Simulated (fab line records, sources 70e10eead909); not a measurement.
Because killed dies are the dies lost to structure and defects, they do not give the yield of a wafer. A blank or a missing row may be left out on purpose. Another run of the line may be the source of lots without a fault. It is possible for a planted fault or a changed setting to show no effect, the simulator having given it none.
A lot that was struck, set against a sound lot    flow nand-harc    43 steps out of a route of 1302
Sound: the wafers L527.3, L527.5, L527.6. Struck: wafer L544.5. (L544.4, L544.6 of the same lot were not struck and are left out.) The cause comes at the end.
Order at every step that has rows: each side's tool, ch and its chambers, its first start. Under that, the readings that differ: sound wafers    struck wafers    difference of the means    sigmas: that difference in standard deviations of wafers without a fault.
alike: readings whose means differ by less than 2 such deviations, and words and numbers that are the same on both sides. not compared: withheld readings, readings that some wafer has no value for, bounds like >300 that may hide the same value, and numbers for which the record gives no deviation and whose values overlap.
The two part at a step that has a row with sigmas, a row that says differs or no value, or rows on one side only. Numbers that don't overlap but have no deviation are shown without sigmas and don't part them. Lack of a reading on every wafer of one side parts them only where that side has two or more wafers.

first, 4 steps without rows for these wafers: NHARC_THIN_TSV_EBR_08; NHARC_THIN_TSV_EXPOSE_09 (exposes mask TSV); NHARC_THIN_TSV_PEB_10 (peb time 85 s); NHARC_THIN_TSV_DEVELOP_11 (time 70 s).
NHARC_THIN_TSV_CD_MEAS_12 targets a cd of 1000 nm.
  sound on cd-sem-01 ch 0, day 24 16:46; struck on cd-sem-01 ch 0, day 32 20:19
  alike: cd-nm
then, 4 steps without rows for these wafers: NHARC_THIN_TSV_HARDBAKE_13 (time 80 s); NHARC_THIN_TSV_DESCUM_14 (chemistry O2, time 3 s); NHARC_THIN_TSV_ETCH_44 (etches the open film in CF4/O2, target depth 1594.2 nm, time 797.1 s); NHARC_THIN_TSV_ETCH_15 (target depth 3000 nm, bosch target overetch cycles 2, bosch etch step 2.8 s).
NHARC_THIN_TSV_CD_MEAS_16:
  sound on cd-sem-02, day 24 17:44; struck on cd-sem-02, day 32 21:17
  alike: cd-nm
then, 2 steps without rows for these wafers: NHARC_THIN_TSV_STRIP_45 (strips in O2); NHARC_THIN_TSV_STRIP_46 (strips in post etch residue remover, time 1200 s).
NHARC_THIN_TSV_DEP_47: deposits SiO2, target thk 200 nm.
  sound on pecvd-02 ch 0,2, day 24 18:37; struck on pecvd-02 ch 2, day 32 22:17
  alike: throttle-valve-pct
then, 2 steps without rows for these wafers: NHARC_THIN_TSV_ETCHBACK_48 (etches the open film in C4F8/Ar, target depth 1028.5 nm, time 405.17 s); NHARC_THIN_TSV_STRIP_62 (strips in N2/H2, time 20 s).
NHARC_THIN_TSV_DEGAS_49: time 120 s.
  sound on pvd-sputter-02, day 24 19:34; struck on pvd-sputter-02, day 32 23:05
  alike: heater-power-w
then, 5 steps without rows for these wafers: NHARC_THIN_TSV_PRE_CLEAN_50 (time 30 s); NHARC_THIN_TSV_PVD_19 (deposits TaN, target thk 20 nm); NHARC_THIN_TSV_PVD_51 (deposits Cu, target thk 100 nm); NHARC_THIN_TSV_ECD_20 (material Cu, target thk 2000 nm); NHARC_THIN_TSV_ANNEAL_52 (time 90 s).
NHARC_THIN_TSV_CMP_21: polishes, t overpolish 30 s, target thk 2000 nm.
  sound on cmp-03 ch 0,1, day 24 21:05; struck on cmp-01 ch 0, day 33 00:38
reading              sound           struck  difference  sigmas
motor-current-A (A)  10.6 10.3 10.6  13.6    +3.1        +3
  alike: overpolish-run-s, retaining-ring-pressure-frac
after that, 1 step had no rows for these wafers: NHARC_THIN_TSV_SRD_23.
NHARC_THIN_TSV_DEGAS_53: time 60 s.
  sound on pvd-sputter-01, day 24 21:32; struck on pvd-sputter-02, day 33 01:04
reading             sound        struck  difference  sigmas
heater-power-w (W)  454 461 486  370     -97         -2
NHARC_THIN_TSV_PRE_CLEAN_54: time 30 s.
  sound on pvd-sputter-01, day 24 21:36; struck on pvd-sputter-02, day 33 01:08
reading             sound        struck  difference  sigmas
heater-power-w (W)  390 383 392  468     +80         +2
then, 10 steps without rows for these wafers: NHARC_THIN_TSV_PVD_55 (deposits TiN, target thk 50 nm); NHARC_THIN_TSV_PVD_24 (deposits Al, target thk 800 nm); NHARC_THIN_TSV_DEHYDRATE_25 (time 120 s); NHARC_THIN_TSV_HMDS_26 (time 30 s); NHARC_THIN_TSV_COAT_27; NHARC_THIN_TSV_SOFTBAKE_28 (time 95 s); NHARC_THIN_TSV_EBR_29; NHARC_THIN_TSV_EXPOSE_30 (exposes mask PAD); NHARC_THIN_TSV_PEB_31 (peb time 85 s); NHARC_THIN_TSV_DEVELOP_32 (time 70 s).
NHARC_THIN_TSV_CD_MEAS_33 targets a cd of 5000 nm.
  sound on cd-sem-02 ch 0, day 24 22:42; struck on cd-sem-01 ch 0, day 33 02:05
  alike: cd-nm
then, 2 steps without rows for these wafers: NHARC_THIN_TSV_HARDBAKE_34 (time 80 s); NHARC_THIN_TSV_DESCUM_35 (chemistry O2, time 3 s).
NHARC_THIN_TSV_ETCH_59: etches the open film in Cl2/BCl3, target depth 880 nm, time 138.1 s.
  sound on rie-metal-02 ch 0,1, day 24 23:05; struck on rie-metal-02 ch 1, day 33 02:28
  alike: drypump-motor-current-A, oes-product-au, throttle-valve-pct
  not compared: rf-hours-counter-h
then, 2 steps without rows for these wafers: NHARC_THIN_TSV_ETCH_36 (etches the open film in Cl2/BCl3, target depth 65 nm, time 18.571 s); NHARC_THIN_TSV_STRIP_56 (strips in O2).
NHARC_END_WLT_00:
  sound on prober-01, day 25 06:59; struck on prober-01, day 33 18:14
reading                            sound              struck  difference  sigmas
VT_DECK2_MEDIAN_NEAR_BOTTOM_INNER  0.870 0.869 0.867  0.882   +0.013      +2
  alike: VT_DECK1_BOTTOM, VT_DECK1_BOTTOM_INNER, VT_DECK1_MEDIAN_NEAR_BOTTOM, VT_DECK1_MEDIAN_NEAR_BOTTOM_INNER, VT_DECK1_MIDDLE, VT_DECK1_MIDDLE_INNER, VT_DECK1_TOP, VT_DECK1_TOP_INNER, VT_DECK2_BOTTOM, VT_DECK2_BOTTOM_INNER, VT_DECK2_MEDIAN_NEAR_BOTTOM, VT_DECK2_MIDDLE, VT_DECK2_MIDDLE_INNER, VT_DECK2_TOP, VT_DECK2_TOP_INNER
  not compared: hold
NHARC_END_SORT_01:
  sound on prober-01 ch 0, day 25 10:31; struck on prober-02 ch 0, day 33 22:59
reading                   sound           struck                    difference                    sigmas
hold                      - - -           await-dispo/1.7h/release  no value on the sound wafers  
defect-limited-yield (%)  88.5 92.3 89.1  78.3                      -11.7                         -5
killed-at-other           0 1 0           107                       +107                          +97
killed-dies               78 52 74        147                       +79                           +5
sort_bin_2_pct (%)        4.0 3.4 4.1     9.3                       +5.5                          +5
sort_bin_3_pct (%)        0.9 1.2 1.6     5.3                       +4.1                          +10
sort-n-pass               599 625 603     530                       -79                           -5
sort-yield-pct (%)        88.5 92.3 89.1  78.3                      -11.7                         -5
  alike: killed-at-array, killed-at-periphery, killed-open, killed-short, sort_bin_4_pct, sort-rim-yield-pct

== WHERE THEY PART ==
Last at NHARC_END_SORT_01 as far as this record goes, first at NHARC_THIN_TSV_CMP_21.

WHY: what the simulator had put in
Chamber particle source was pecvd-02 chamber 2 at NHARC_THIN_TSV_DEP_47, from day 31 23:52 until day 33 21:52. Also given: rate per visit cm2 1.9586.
